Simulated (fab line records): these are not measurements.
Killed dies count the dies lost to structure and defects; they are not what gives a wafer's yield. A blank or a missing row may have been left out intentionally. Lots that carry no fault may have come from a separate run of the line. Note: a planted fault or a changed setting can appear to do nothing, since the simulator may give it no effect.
Problem report, 8D (eight disciplines) form, completed by code	flow n5_finfet	the parts of the form that need people (team, actions taken, sign-off) are left out

1. WHAT IS WRONG
N5_BEOL_M14_OCD_MEAS_35, trench_depth_nm: mean 394 nm over 1 wafer from 1 lot; wafers with no fault: 547 nm, standard deviation 12. Relative to the usual mean, that is a shift of -13 standard deviations.
Seen first at day 14 19:16 on ocd-02, wafer L488.4. At this step, 9 wafers from 3 lots have a number in the record. Rule for "out", or "out of limits": more than 4 standard deviations from the usual mean. The rest of the wafers with a number are treated as sound.

2. WHAT IT IS AND WHAT IT IS NOT
question	is	is not
which readings at this step	trench_depth_nm	-
which lots	L488	L483, L497
which wafers of those lots	L488.4	L488.2, L488.3
read on which gauges	ocd-02	ocd-01
when	from day 14 19:16	up to then (5 sound wafers); but 3 sound wafers of L497 came after

3. WHAT RULES OUT EACH SUSPECT
Counting: a tool at a process step up to the reading stays a suspect if it ran every lot that is out. Sound lots after the first of them don't rule it out here, since some wafers of a struck lot are sound.
- ruled out: the gauge at N5_BEOL_M14_OCD_MEAS_35. All the wafers that are out were read on ocd-02, but those of them that N5_BEOL_M14_THK_MEAS_50 has rows for are out there too, on other tools.
- rie_diel-04 at N5_BEOL_M14_TRENCH_ETCH_34 (etches SiO2 in C4F8/O2/Ar, target depth 556.65 nm, time 126.9 s): kept. The lot that is out, L488, ran on it at day 14 19:07; the last sound lot it ran before that was L483, at day 12 07:06.
- rie_diel-04, N5_BEOL_M14_TRENCH_ETCH_34: wafers that are out in chamber 1, sound lot-mates in chambers 2, 3.
Left after counting: rie_diel-04 at N5_BEOL_M14_TRENCH_ETCH_34.

4. THE CAUSE (what the simulator had put in)
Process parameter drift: rie_diel-04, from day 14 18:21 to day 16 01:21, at N5_BEOL_M14_TRENCH_ETCH_34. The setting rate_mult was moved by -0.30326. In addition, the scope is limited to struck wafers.
Counting left only this tool.

5. SEQUENCE OF EFFECTS, ordered by route
One row per reading whose mean, taken over the struck wafers that have a number, lies over 3 standard deviations from the usual. Readings are gone through only where the record gives a usual standard deviation; hours: the median, over the lots, of the time from a lot's start at the first step in this table giving one to that lot's start at this step; sigmas: the change measured in usual standard deviations.
hours	step	reading	usual	on struck wafers	change	sigmas
0	N5_BEOL_M14_OCD_MEAS_35	trench_depth_nm	547 nm	394	-153	-13
2	N5_BEOL_M14_THK_MEAS_50	M14_THK	540 nm	386	-154	-13
2	N5_BEOL_M14_RS_MEAS_54	M14_RS	0.0338 ohm/sq	0.0476	+0.0138	+18
9	N5_BEOL_M15_RC_MEAS_101	SERP_M14	0.164 ohm/um	0.230	+0.066	+14
9	N5_BEOL_M15_RC_MEAS_101	SERP_M14_max_site	0.166 ohm/um	0.233	+0.067	+14

6. HOW IT WOULD HAVE BEEN CAUGHT EARLIER
In this record the first reading out of limits at a measuring or inspecting step was taken at day 14 19:16, 1 hour after the fault began at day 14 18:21.
An alarm limit of 4 standard deviations would not have fired on the tool readings at N5_BEOL_M14_TRENCH_ETCH_34 for which the record gives a usual standard deviation, since none of them was out on any struck wafer.
All the lots that are out (1) had begun N5_BEOL_M14_TRENCH_ETCH_34 on rie_diel-04 by day 14 19:16. Tool hold at that time: it would have spared none of them.
